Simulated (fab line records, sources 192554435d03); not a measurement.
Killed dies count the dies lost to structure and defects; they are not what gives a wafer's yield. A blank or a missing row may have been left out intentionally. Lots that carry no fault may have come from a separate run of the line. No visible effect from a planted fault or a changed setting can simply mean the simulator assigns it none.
Split-lot trial + flow n5Finfet + 21 wafers read across 7 lots, on a route 1938 steps long

== ABOUT THE SPLIT ==
At N5_BEOL_M2_COAT_67 (time 60 s, resist thk 60 nm), the setting spinRpm was moved away from the recipe's 1500 rpm on 7 of the 21 wafers read, by -10.1% to +6.0%. The other wafers ran this setting at the recipe's value.

The reading comes from the split's own step.

== THE READING ==
SOC_of_BEOL_M2_COAT_67.thkNm (the simulator's own value, which no gauge read), in nm, at N5_BEOL_M2_COAT_67 (time 60 s, resist thk 60 nm). No usual value for it is given in the file. Average 60.2 nm, standard deviation 0.11 nm, over the 14 wafers here run with the recipe.

| wafer  | tool, chamber at the split | spinRpm as run, rpm | against the recipe | SOC_of_BEOL_M2_COAT_67.thkNm, nm | against lot-mates on the recipe |
|--------|----------------------------|---------------------|--------------------|----------------------------------|---------------------------------|
| L085.1 | lithoTrack-04, 0           | 1500                | recipe             | 60                               | -                               |
| L085.2 | lithoTrack-04, 0           | 1500                | recipe             | 60.2                             | -                               |
| L085.3 | lithoTrack-04, 0           | 1348                | -10.1%             | 63.4                             | +3.3                            |
| L086.1 | lithoTrack-05, 0           | 1500                | recipe             | 60.4                             | -                               |
| L086.2 | lithoTrack-05, 0           | 1500                | recipe             | 60                               | -                               |
| L086.4 | lithoTrack-05, 0           | 1586                | +5.7%              | 58.6                             | -1.6                            |
| L088.3 | lithoTrack-04, 0           | 1500                | recipe             | 60.2                             | -                               |
| L088.6 | lithoTrack-04, 0           | 1500                | recipe             | 60.2                             | -                               |
| L088.4 | lithoTrack-04, 0           | 1500                | recipe             | 60                               | -                               |
| L089.1 | lithoTrack-04, 0           | 1500                | recipe             | 60.2                             | -                               |
| L089.4 | lithoTrack-04, 0           | 1500                | recipe             | 60.2                             | -                               |
| L089.6 | lithoTrack-04, 0           | 1500                | recipe             | 60                               | -                               |
| L091.2 | lithoTrack-01, 0           | 1590                | +6.0%              | 58.4                             | -1.8                            |
| L091.3 | lithoTrack-01, 0           | 1590                | +6.0%              | 58.4                             | -1.8                            |
| L091.5 | lithoTrack-01, 0           | 1500                | recipe             | 60.2                             | -                               |
| L090.1 | lithoTrack-05, 0           | 1372                | -8.5%              | 62.8                             | no lot-mate on the recipe       |
| L090.6 | lithoTrack-05, 0           | 1372                | -8.5%              | 62.8                             | no lot-mate on the recipe       |
| L090.4 | lithoTrack-05, 0           | 1372                | -8.5%              | 62.6                             | no lot-mate on the recipe       |
| L096.4 | lithoTrack-04, 0           | 1500                | recipe             | 60.2                             | -                               |
| L096.5 | lithoTrack-04, 0           | 1500                | recipe             | 60.2                             | -                               |
| L096.6 | lithoTrack-04, 0           | 1500                | recipe             | 60.2                             | -                               |

FIT RESULTS
A straight line over all 21 wafers: SOC_of_BEOL_M2_COAT_67.thkNm changes by -0.301 nm for each +1% of spinRpm; r = -1.00; the points scatter about the line by 0.12 nm.
The same after taking each lot's own level away (the mean of its wafers on the recipe; 18 wafers): -0.31 nm for each +1%; r = -0.99; scatter 0.11 nm.
According to that fit, moving spinRpm by its largest amount changes the reading by 3.1 nm.
Across the lots, their own levels run from 60.10 to 60.20 nm, a range of 0.9 times the standard deviation given above.
The two slopes agree, so the slope changes little with the lot-to-lot level.
Check: with one of the wafers moved furthest among these (-10.1%) left out of the fit, the line predicts +2.97 nm for it against its lot-mates. It came out at +3.3 nm against them.

== THE OTHER SPLITS THESE WAFERS WENT THROUGH ==
Note: prior to the reading, these wafers also went through further splits. Each is held against what the fit with the lots' levels taken away leaves over:
| other split on the same wafers      | wafers away from the commonest value | r with SOC_of_BEOL_M2_COAT_67.thkNm (lot level and that fit taken away) |
|-------------------------------------|--------------------------------------|-------------------------------------------------------------------------|
| N5_SD_EPI_N_EPI_21 tempC            | 12                                   | -0.21                                                                   |
| N5_HKMG_FIN_PEB_10 pebTimeS         | 6                                    | -0.13                                                                   |
| N5_HKMG_FIN_DEVELOP_11 developTimeS | 6                                    | +0.05                                                                   |
| N5_MOL_CONTACT_COAG_ETCH_91 sourceW | 8                                    | -0.10                                                                   |
| N5_BEOL_M0_SAQP_ETCH_107 sourceW    | 8                                    | +0.13                                                                   |
| N5_BEOL_M0_CUTY_ETCH_63 sourceW     | 3                                    | -0.09                                                                   |
| N5_BEOL_M1_COAT_61 spinRpm          | 8                                    | -0.01                                                                   |
| N5_BEOL_M1_EXPOSE_08 doseMj         | 8                                    | -0.38                                                                   |

== THE FILE'S OWN FIT ==
SOC_of_BEOL_M2_COAT_67.thkNm changes by -0.311 nm for each +1% of spinRpm, r = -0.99.
